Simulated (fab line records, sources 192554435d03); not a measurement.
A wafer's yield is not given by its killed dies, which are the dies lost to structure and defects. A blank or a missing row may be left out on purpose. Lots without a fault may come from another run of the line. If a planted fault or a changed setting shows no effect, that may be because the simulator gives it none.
A lot that was struck, set against a sound lot / flow n5 finfet / 44 out of 1938 route steps
Sound: the wafers L458.1, L458.2, L458.4. Struck: wafer L471.4. (L471.3, L471.5 of the same lot were not struck and are left out.) The cause comes at the end.
For every step that has rows: the tool of each side, followed by ch and its chambers, followed by its first start. Under that, the readings that differ: sound wafers / struck wafers / difference of the means / sigmas: that difference in standard deviations of wafers without a fault.
alike: readings with means less than 2 such deviations apart, plus words and numbers identical on both sides. not compared: withheld readings, readings lacking a value on some wafer, bounds such as >300 that could conceal the same value, and numbers that have no deviation in the record and whose values overlap.
Wherever a step has rows on one side only, a row that says differs or no value, or a row with sigmas, the two part there. Non-overlapping numbers with no deviation appear without sigmas and do not part them. Lack of a reading on every wafer of one side parts them only where that side has two or more wafers.

first, 3 steps without rows for these wafers: N5_STI_FIN_REVEAL_ALD_14 (deposits Si3N4, target thk 3 nm); N5_STI_FIN_REVEAL_FCVD_FILL_01 (material SiO2 flowable, target thk 312 nm, time 512.2 s); N5_STI_FIN_REVEAL_DENSIFY_02 (time 1800 s).
N5_STI_FIN_REVEAL_CMP_04: polishes, stops on Si3N4, t overpolish 4 s, target thk 131.83 nm.
  sound on cmp-01 ch 0,1,3, day 3 03:29; struck on cmp-03 ch 3, day 6 10:52
reading=motor current A (A); sound=8.1 7.3 7.4; struck=9.6; difference=+2.0; sigmas=+3
  alike: overpolish run s, pad life wafers, time to endpoint s
N5_STI_FIN_REVEAL_THK_MEAS_05:
  sound on film metro-02 at day 3 03:44; struck on film metro-02 at day 6 11:08
  alike: thk nm
N5_STI_FIN_REVEAL_DENSIFY_30:
  sound on rtp anneal-01 ch 0, day 3 03:46; struck on rtp anneal-01 ch 0, day 6 11:13
  alike: lamp power pct, lamp_zone_5_pct
  not compared: wafer_temp_C_max
N5_STI_FIN_REVEAL_ETCHBACK_08: etches SiO2 in C4F6/O2, target depth 30.5 nm, time 10.167 s.
  sound on rie diel-03 ch 0,2,3, day 3 03:59; struck on rie diel-03 ch 0, day 6 11:41
reading=rf hours counter h (h); sound=198 156 198; struck=221; difference=+37; sigmas=
  alike: drypump motor current A, oes_o_777_au, oes product au, rf fwd power W, rf vpp V, showerhead plenum p Torr, throttle valve pct
N5_STI_FIN_REVEAL_STRIP_24: strips in N2/H2, time 90 s.
  sound on rie diel-03 ch 0,2,3, day 3 04:01; struck on rie diel-03 ch 0, day 6 11:44
reading=rf hours counter h (h); sound=198 156 199; struck=221; difference=+37; sigmas=
  alike: drypump motor current A, oes product au, rf vpp V, showerhead plenum p Torr, throttle valve pct
then, 4 steps without rows for these wafers: N5_STI_FIN_REVEAL_PRECLEAN_25 (cleans in SPM, time 90 s); N5_STI_FIN_REVEAL_PRECLEAN_26 (cleans in SC1, time 45 s); N5_STI_FIN_REVEAL_PRECLEAN_29 (cleans in DHF, time 30 s); N5_STI_FIN_REVEAL_SRD_12 (time 30 s).
N5_STI_FIN_REVEAL_RECESS_09: chemistry HF/NH3, target SiO2, afs cycles 11, target depth 42.5 nm, sublimation time 60 s.
  sound on vapor etch-01 ch 0,1, day 3 04:14; struck on vapor etch-01 ch 0, day 6 12:28
reading=temp c (C); sound=30.19 29.86 29.98; struck=27.63; difference=-2.38; sigmas=-22
  alike: drypump motor current A
then, 10 steps without rows for these wafers: N5_STI_FIN_REVEAL_STRIP_16 (strips SiNx in H3PO4, target depth 23.8 nm); N5_STI_FIN_REVEAL_PRECLEAN_17 (cleans in NF3:NH3, afs cycles 1, time 20 s, sublimation time 60 s); N5_STI_FIN_REVEAL_ETCH_34 (etches Si in H2, material Si, target depth 0.97 nm); N5_STI_FIN_REVEAL_OXIDATION_31 (chemistry O2 PLASMA REMOTE, time 20 s); N5_STI_FIN_REVEAL_PRECLEAN_32 (cleans in NF3:NH3, afs cycles 1, time 20 s, sublimation time 60 s); N5_STI_FIN_REVEAL_STRIP_35 (strips Si3N4 in H3PO4, target depth 4 nm, time 39 s); N5_STI_FIN_REVEAL_SRD_21 (time 30 s); N5_STI_FIN_REVEAL_OXIDATION_33 (chemistry O2 PLASMA REMOTE, time 20 s); N5_STI_FIN_REVEAL_CLEAN_19 (cleans in O3/DIW, time 120 s); N5_STI_FIN_REVEAL_SRD_23 (time 30 s).
N5_STI_FIN_REVEAL_CD_MEAS_22: target cd 6.238 nm, pitch 28 nm.
  sound on cd sem-01 at day 3 06:55; struck on cd sem-03 at day 6 14:38
  alike: cd nm
N5_STI_FIN_REVEAL_FIN_H_MEAS_10:
  sound on ocd-01 at day 3 06:57; struck on ocd-01 at day 6 14:40
reading=trench depth nm (nm); sound=52.1 52.4 51.3; struck=54.9; difference=+3.0; sigmas=+4
then, 2 steps without rows for these wafers: N5_STI_FIN_REVEAL_PRECLEAN_18 (cleans in SC2, time 45 s); N5_STI_FIN_REVEAL_SRD_28 (time 30 s).
N5_STI_FIN_REVEAL_INSPECT_13: inspects for defects (darkfield).
  sound on defect inspect-02 at day 3 07:02; struck on defect inspect-01 at day 6 14:44
  alike: raw defect count
then, 6 steps without rows for these wafers: N5_DUMMY_GATE_PRECLEAN_00 (cleans in O3/DIW, time 60 s); N5_DUMMY_GATE_SRD_01 (time 30 s); N5_DUMMY_GATE_ALD_02 (deposits SiO2, target thk 2 nm, pulse time 1 s); N5_DUMMY_GATE_CVD_03 (deposits a-Si from SiH4, target thk 150 nm, time 8042 s); N5_DUMMY_GATE_PRECLEAN_46 (cleans in DIW, time 89.5 s); N5_DUMMY_GATE_SRD_47 (dry time 32 s).
N5_DUMMY_GATE_CMP_04: polishes a-Si.
  sound on cmp-02 ch 0,1,2, day 3 10:59; struck on cmp-02 ch 3, day 6 19:13
reading=time to endpoint s (s); sound=16.0 16.8 17.7; struck=11.6; difference=-5.2; sigmas=-2
  alike: motor current A, pad life wafers
N5_DUMMY_GATE_THK_MEAS_05:
  sound on film metro-02 at day 3 11:13; struck on film metro-02 at day 6 19:27
reading=thk nm (nm); sound=71.8 73.1 73.3; struck=70.4; difference=-2.3; sigmas=-2
then, 6 steps without rows for these wafers: N5_DUMMY_GATE_HM_DEP_06 (deposits SiNx from DCS/NH3, target thk 80 nm, time 5141 s); N5_DUMMY_GATE_PECVD_30 (deposits SiO2 from TEOS/O2, target thk 55 nm, time 10.8 s); N5_DUMMY_GATE_COAT_34 (time 60 s, resist thk 60 nm); N5_DUMMY_GATE_COAT_35 (time 60 s, resist thk 10 nm); N5_DUMMY_GATE_COAT_28 (time 60 s, resist thk 10 nm); N5_DUMMY_GATE_COAT_09 (resist thk 30 nm).
-- record jumps: 5 days separate the struck wafers' starts on either side; left off in module DUMMY_GATE, taken up again in module BEOL_M4, whose first shown step is the route's number 1111 --
N5_BEOL_M4_RC_MEAS_101:
  sound on prober-02 ch 0, day 8 20:43; struck on prober-01 ch 0, day 12 02:52
reading=DIBL_N (mV/V); sound=34.4 30.5 35.5; struck=38.1; difference=+4.6; sigmas=+3
reading=IOFF_N (nA/um); sound=0.13 0.08 0.16; struck=0.21; difference=+0.09; sigmas=+3
reading=IOFF_P (nA/um); sound=0.18 0.13 0.21; struck=0.26; difference=+0.09; sigmas=+2
reading=ION_N (uA/um); sound=674 646 665; struck=721; difference=+59; sigmas=+5
reading=ION_P (uA/um); sound=464 454 466; struck=487; difference=+26; sigmas=+3
reading=SS_N (mV/dec); sound=71.2 70.4 71.9; struck=72.5; difference=+1.3; sigmas=+2
reading=VT_N (mV); sound=254 260 251; struck=244; difference=-11; sigmas=-3
  alike: DIBL_P, SS_P, VT_P
-- a jump in the record: the struck wafers' starts before and after are 5 days apart (it breaks off in module BEOL_M4 and resumes in module PASSIVATION, where the first step shown is number 1936 of the route) --
N5_PASSIVATION_PROBE_49:
  only the struck wafers here have rows in the record (prober-02, day 16 22:44); the sound ones have none

WHERE THEY PART
First at N5_STI_FIN_REVEAL_CMP_04; last, within this record, at N5_PASSIVATION_PROBE_49.

WHY: the cause the simulator had injected
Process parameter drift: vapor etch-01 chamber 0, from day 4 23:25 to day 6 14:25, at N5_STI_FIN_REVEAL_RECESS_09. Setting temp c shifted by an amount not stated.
